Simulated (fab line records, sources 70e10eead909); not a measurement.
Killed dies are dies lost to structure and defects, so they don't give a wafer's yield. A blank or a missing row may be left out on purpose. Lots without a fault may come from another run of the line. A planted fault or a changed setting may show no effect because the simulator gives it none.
fab line records | flow nand_harc
record lots=6 wafers=18 last_day=25
route steps=1159 shown A_STAIRCASE@736 A_SGD_CUT@747
lots that met no fault: from a run of the same line without faults
start_h: hours from the record's first day to the start of the lot's first wafer shown | wait_h: hours since the lot's step before | " the same as in the row above | L1.1+2: a row that stands for several wafers | - no value, or no start given | * or withheld: withheld | < > ~ a bound
route shown NAME@n: a module of which the file shows steps, and the number in the route of the first | usual: mean/standard deviation of fault-free wafers | same: alike in all rows | chamber/n: place in a boat | sites: the reading at each site | _std_site: their standard deviation | _edge_site: outer sites' mean less inner sites' | radius_mm: how far each site lies from the wafer's centre | mask NAME#n: copy n | behind: the tool/chamber that last shaped the wafer | hold: why the lot was held/for how many hours/how that ended | device: the transistor (n, p or np) that didn't switch | end of line: the same wafers' tests at the end of the route | a step without rows: its recipe alone | killed: dies lost to structure and defects at the first sort, not the wafer's yield | map: a wafer's dies, x killed, . not, _ none there
set.NAME: the setting as run; set.NAME@STEP: as run at that earlier step | model.NAME: the simulator's own value behind a step, which no gauge read
lots at some steps of the route; a table a step, a row a wafer
services: from which hour (start_h, from the record's first day; less than 0 if before it) a tool's chamber was out of use, for how many hours, and why
## steps
# step NHARC_A_STAIRCASE_SRD_154
# step NHARC_A_STAIRCASE_ETCH_403
# recipe target_depth_a=1082 chemistry=dHF material=SiO2
# step NHARC_A_STAIRCASE_ETCHBACK_422
# recipe target_depth_a=400 over_etch_frac=0.3 time_s=74.286 ion_energy_ev=120 ch3f_flow_sccm=50 o2_flow_sccm=30 ar_flow_sccm=200 rf_w=500 bias_w=100 chemistry=CH3F/O2
# usual drypump_motor_current_A=6.0/0.5 o2_flow_sccm=30.00/0.096 oes_product_au=0.96/0.038 rf_vpp_V=244.2/2.1 showerhead_plenum_p_Torr=2.46/0.13 throttle_valve_pct=20.663/0.0091
# columns lot.wafer tool chamber start_h wait_h drypump_motor_current_A o2_flow_sccm oes_product_au rf_hours_counter_h rf_vpp_V showerhead_plenum_p_Torr throttle_valve_pct
L954.4 rie_diel-03 1 372.32 0.2 6.4 30.09 0.93 57 241.4 2.30 20.678
L954.5 " 0 " " 5.3 30.15 0.93 - 242.0 2.27 20.649
L954.6 " 1 " " 6.4 29.86 0.92 - 242.1 2.30 20.651
L959.3 rie_diel-04 1 409.17 0.2 6.2 29.96 0.93 50 246.1 2.64 20.667
L959.6 " 3 " " 6.0 29.98 0.91 - 244.1 2.56 20.655
L959.5 " 0 " " 5.9 29.81 0.91 - 246.6 2.49 20.665
L958.3 rie_diel-03 3 421.46 0.2 6.4 29.93 1.01 4 246.0 2.57 20.671
L958.2 " 0 " " 5.3 30.09 1.00 4 246.6 2.66 20.655
L958.5 " 3 " " 6.4 29.88 1.00 - 245.4 2.57 20.665
L960.2 rie_diel-03 2 421.64 0.1 6.7 30.01 0.99 6 244.8 2.42 20.674
L960.4 " 3 " " 6.4 30.08 0.99 4 247.5 2.57 20.657
L960.5 " 2 " " 6.8 30.01 1.01 - 242.7 2.42 20.669
L964.2 rie_diel-04 3 426.24 0.2 6.0 29.93 0.98 51 246.3 2.56 20.657
L964.6 " 1 " " 6.1 30.13 1.00 - 246.9 2.64 20.648
L964.5 " 2 " " 5.6 30.06 1.00 - 240.6 2.27 20.666
L967.3 rie_diel-03 1 440.80 0.1 6.4 29.95 1.00 12 242.4 2.30 20.655
L967.1 " 2 " " 6.7 29.99 1.01 12 242.9 2.42 20.674
L967.6 " 0 " " 5.3 29.85 1.00 - 245.9 2.66 20.652
# step NHARC_A_STAIRCASE_ETCH_423
# recipe target_depth_a=300 chemistry=dHF material=SiO2
# step NHARC_A_STAIRCASE_ETCHBACK_157
# recipe target_depth_a=900 over_etch_frac=0.3 time_s=167.14 ion_energy_ev=120 ch3f_flow_sccm=50 o2_flow_sccm=30 ar_flow_sccm=200 rf_w=500 bias_w=100 chemistry=CH3F/O2
# usual drypump_motor_current_A=5.9/0.49 o2_flow_sccm=29.99/0.093 oes_product_au=0.97/0.034 rf_vpp_V=244.5/2.1 showerhead_plenum_p_Torr=2.47/0.13 throttle_valve_pct=20.663/0.0095
# columns lot.wafer tool chamber start_h wait_h drypump_motor_current_A o2_flow_sccm oes_product_au rf_hours_counter_h rf_vpp_V showerhead_plenum_p_Torr throttle_valve_pct
L954.4 rie_diel-03 3 372.75 0.2 6.4 29.93 0.98 59 245.8 2.57 20.671
L954.5 " 3 " " 6.4 29.85 0.98 - 247.2 2.57 20.673
L954.6 " 0 " " 5.3 29.99 0.98 - 242.5 2.27 20.665
L959.3 rie_diel-03 0 409.52 0.2 5.3 29.87 0.99 3 247.5 2.66 20.661
L959.5 " 3 " " 6.4 29.94 1.00 - 246.0 2.57 20.662
L959.6 " 0 " " 5.2 30.09 0.99 - 246.5 2.66 20.644
L958.2 rie_diel-03 0 421.80 0.1 5.3 29.95 1.01 4 247.2 2.66 20.682
L958.3 " 1 " " 6.4 30.09 1.01 6 241.2 2.30 20.665
L958.5 " 0 " " 5.3 30.00 1.01 - 246.8 2.66 20.671
L960.4 rie_diel-03 3 421.98 0.1 6.4 30.05 0.99 4 247.6 2.57 20.644
L960.2 " 0 " " 5.2 29.93 0.99 5 247.2 2.66 20.651
L960.5 " 0 " " 5.3 29.99 1.00 - 245.8 2.66 20.681
L964.2 rie_diel-03 0 426.59 0.2 5.2 29.82 0.99 7 248.5 2.66 20.674
L964.5 " 3 " " 6.4 30.03 0.99 - 244.6 2.57 20.660
L964.6 " 0 " " 5.2 29.96 0.99 - 246.6 2.66 20.661
L967.1 rie_diel-04 1 441.15 0.2 6.2 29.91 0.92 62 247.8 2.63 20.657
L967.3 " 3 " " 6.0 29.89 0.92 57 245.7 2.56 20.660
L967.6 " 0 " " 5.9 30.00 0.93 - 245.3 2.49 20.650
# step NHARC_A_STAIRCASE_STRIP_475
# recipe time_s=20 o2_flow_sccm=500 ar_flow_sccm=0 bias_w=0 chemistry=O2
# usual drypump_motor_current_A=6.0/0.5 o2_flow_sccm=500.0/1.5 oes_product_au=1.002/0.0067 rf_vpp_V=57.7/0.97 showerhead_plenum_p_Torr=3.52/0.18 throttle_valve_pct=17.037/0.0087
# columns lot.wafer tool chamber start_h wait_h drypump_motor_current_A o2_flow_sccm oes_product_au rf_hours_counter_h rf_vpp_V showerhead_plenum_p_Torr throttle_valve_pct
L954.4 rie_diel-03 3 - - 6.4 495.9 0.997 59 58.9 3.69 17.023
L954.5 " 3 " " 6.4 496.5 1.000 - 59.6 3.69 17.036
L954.6 " 0 " " 5.3 501.9 0.989 - 56.7 3.27 17.026
L959.3 rie_diel-03 0 - - 5.3 501.1 1.006 3 60.0 3.81 17.029
L959.6 " 0 " " 5.3 501.1 1.010 - 57.8 3.81 17.028
L959.5 " 1 " " 6.4 498.6 1.006 - 55.6 3.31 17.048
L958.2 rie_diel-03 1 - - 6.4 498.3 0.997 6 56.5 3.31 17.047
L958.3 " 3 " " 6.4 500.0 0.996 4 58.4 3.68 17.024
L958.5 " 1 " " 6.4 499.6 1.004 - 57.0 3.31 17.038
L960.4 rie_diel-03 2 - - 6.7 500.6 1.005 6 57.5 3.48 17.054
L960.2 " 3 " " 6.4 498.6 1.004 4 57.9 3.68 17.053
L960.5 " 2 " " 6.7 498.8 1.012 - 58.3 3.48 17.018
L964.2 rie_diel-03 1 - - 6.4 502.1 0.995 8 57.0 3.30 17.030
L964.5 " 2 " " 6.8 499.2 1.012 - 57.6 3.48 17.043
L964.6 " 3 " " 6.4 498.8 1.007 - 58.1 3.68 17.043
L967.1 rie_diel-04 3 - - 6.0 498.3 0.994 57 58.1 3.66 17.036
L967.3 " 0 " " 6.0 499.1 0.996 61 56.7 3.57 17.038
L967.6 " 1 " " 6.2 499.4 1.008 - 59.8 3.77 17.050
# step NHARC_A_STAIRCASE_DEP_471
# recipe target_thk_a=1000 temp_c=400 pressure_torr=6.5 rf_w=900 teos_flow_sccm=161.4 flow_sccm=2650 target_thk_nm=100 gas=O2 material=SiO2
# usual chamber_pressure_Torr=6.499/0.015 heater_power_outer_w=320/58 heater_power_w=580/80 throttle_valve_pct=15.7/0.45
# columns lot.wafer tool chamber start_h wait_h chamber_pressure_Torr heater_power_outer_w heater_power_w throttle_valve_pct
L954.6 pecvd-02 1 373.13 - 6.505 354 585 16.0
L954.5 " 2 " " 6.511 272 521 15.6
L954.4 " 0 " " 6.486 300 587 16.1
L959.3 pecvd-02 2 409.92 - 6.499 214 427 15.5
L959.5 " 2 " " 6.504 218 426 15.9
L959.6 " 0 " " 6.521 401 720 16.1
L958.2 pecvd-03 0 422.22 - 6.498 393 675 15.5
L958.3 " 1 " " 6.518 205 422 15.5
L958.5 " 2 " " 6.489 300 571 15.5
L960.2 pecvd-02 1 422.32 - 6.517 363 624 16.3
L960.4 " 2 " " 6.506 261 483 15.8
L960.5 " 1 " " 6.516 377 629 16.0
L964.2 pecvd-02 2 426.93 - 6.524 239 460 15.7
L964.6 " 0 " " 6.502 353 637 16.4
L964.5 " 1 " " 6.479 279 492 16.1
L967.1 pecvd-03 1 441.50 - 6.493 275 511 15.6
L967.3 " 2 " " 6.483 351 683 15.4
L967.6 " 0 " " 6.515 441 675 15.7
# step NHARC_A_STAIRCASE_CMP_472
# recipe material=SiO2
# usual motor_current_A=12.2/0.96
# columns lot.wafer tool chamber start_h wait_h motor_current_A
L954.4 cmp-03 2 373.37 0.2 10.2
L954.5 " 0 " " 12.4
L954.6 " 1 " " 14.4
L959.3 cmp-04 2 410.27 0.3 11.6
L959.5 " 3 " " 10.8
L959.6 " 0 " " 13.5
L958.3 cmp-02 2 422.52 0.2 12.9
L958.2 " 3 " " 12.2
L958.5 " 0 " " 12.3
L960.2 cmp-03 1 422.57 0.2 13.3
L960.4 " 2 " " 10.6
L960.5 " 2 " " 9.9
L964.2 cmp-02 3 427.17 0.2 12.4
L964.6 " 2 " " 12.6
L964.5 " 3 " " 12.6
L967.1 cmp-04 3 441.80 0.3 10.8
L967.3 " 0 " " 12.8
L967.6 " 3 " " 11.0
# step NHARC_A_STAIRCASE_SRD_474
# step NHARC_A_STAIRCASE_INSPECT_155
# usual raw_defect_count=347/110
# columns lot.wafer tool chamber start_h wait_h raw_defect_count
L954.4 defect_inspect-01 - 373.66 0.1 250
L954.5 " - " " 441
L954.6 " - " " 476
L959.3 defect_inspect-02 - 410.54 0.1 316
L959.5 " - " " 353
L959.6 " - " " 403
L958.2 defect_inspect-01 - 422.81 0.1 416
L958.3 " - " " 396
L958.5 " - " " 260
L960.2 defect_inspect-02 - 422.91 0.1 288
L960.4 " - " " 245
L960.5 " - " " 375
L964.2 defect_inspect-01 - 427.51 0.1 368
L964.5 " - " " 543
L964.6 " - " " 440
L967.1 defect_inspect-02 - 442.11 0.1 229
L967.3 " - " " 248
L967.6 " - " " 292
# step NHARC_A_SGD_CUT_DEP_00
# recipe target_thk_a=500 temp_c=400 target_thk_nm=50 flow_sccm=200 rf_w=450 material=SiNx
# usual heater_power_outer_w=422/60 heater_power_w=717/78
# columns lot.wafer tool chamber start_h wait_h heater_power_outer_w heater_power_w
L954.5 pecvd-01 1 373.81 0.2 360 570
L954.6 " 2 " " 489 854
L954.4 " 0 " " 354 712
L959.3 pecvd-04 0 410.63 0.1 - -
L959.6 " 2 " " - -
L959.5 " 0 " " - -
L958.2 pecvd-04 0 422.88 0.1 - -
L958.3 " 1 " " - -
L958.5 " 2 " " - -
L960.2 pecvd-03 1 423.03 0.1 343 606
L960.5 " 0 " " 532 784
L960.4 " 1 " " 347 607
L964.2 pecvd-04 1 427.58 0.1 392 714
L964.5 " 1 " " 404 719
L964.6 " 2 " " 563 887
L967.1 pecvd-03 0 442.18 0.1 508 760
L967.3 " 2 " " 414 753
L967.6 " 0 " " 510 793
# step NHARC_A_SGD_CUT_DEHYDRATE_01
# recipe temp_c=150 time_s=120
## services
# columns tool chamber start_h hours kind
cmp-03 - 352.00 4.0 pm
cmp-02 - 356.29 2.2 repair
cmp-04 - 360.08 0.6 repair
pecvd-04 - 360.38 0.3 repair
cmp-02 - 371.54 0.8 repair
rie_diel-03 0 371.91 - clean
rie_diel-03 1 371.91 - clean
rie_diel-03 2 371.91 - clean
rie_diel-03 3 371.91 - clean
pecvd-04 - 376.21 13.0 pm
cmp-03 - 377.37 0.6 repair
cmp-04 - 378.84 1.7 repair
cmp-02 - 380.14 0.9 repair
pecvd-01 - 389.82 0.6 repair
rie_diel-03 - 392.45 9.0 pm
rie_diel-03 0 392.45 9.0 vent_cycle
rie_diel-03 1 392.45 9.0 vent_cycle
rie_diel-03 2 392.45 9.0 vent_cycle
rie_diel-03 3 392.45 9.0 vent_cycle
cmp-04 - 399.00 4.0 pm
rie_diel-03 0 401.45 - clean
pecvd-01 - 418.60 13.0 pm
cmp-02 - 422.62 4.0 pm
cmp-03 - 439.45 3.4 repair
## key
first_sign step=NHARC_A_SGD_CUT_DEP_00 reading=tool_record direction=missing
effect none on later readings
met_at NHARC_A_SGD_CUT_DEP_00
struck_wafers L958.2,L958.3,L958.5,L959.3,L959.5,L959.6
later_rows_left_out L958.2,L958.3,L958.5,L959.3,L959.5,L959.6
sort_left_out L958.2,L958.3,L958.5,L959.3,L959.5,L959.6
tester_left_out L958,L959
fault kind=skipped_step_whole tool=pecvd-04 chamber=- onset_h=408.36 steps=NHARC_A_SGD_CUT_DEP_00 scope=struck_lots_only
# tester_left_out: of these lots the tester's yield and bins aren't shown, on N5 and GAA mostly nor the transistor test; their killed dies are dies lost to structure and defects alone, not to doping, threshold or leakage, so they don't give the yield
# sort_left_out: the simulated sort isn't trusted on such a fault, so these wafers' sort isn't shown, and their yield isn't known
# later_rows_left_out: the simulator's readings of these wafers behind a module that went badly wrong aren't trusted and aren't shown, but for the sort
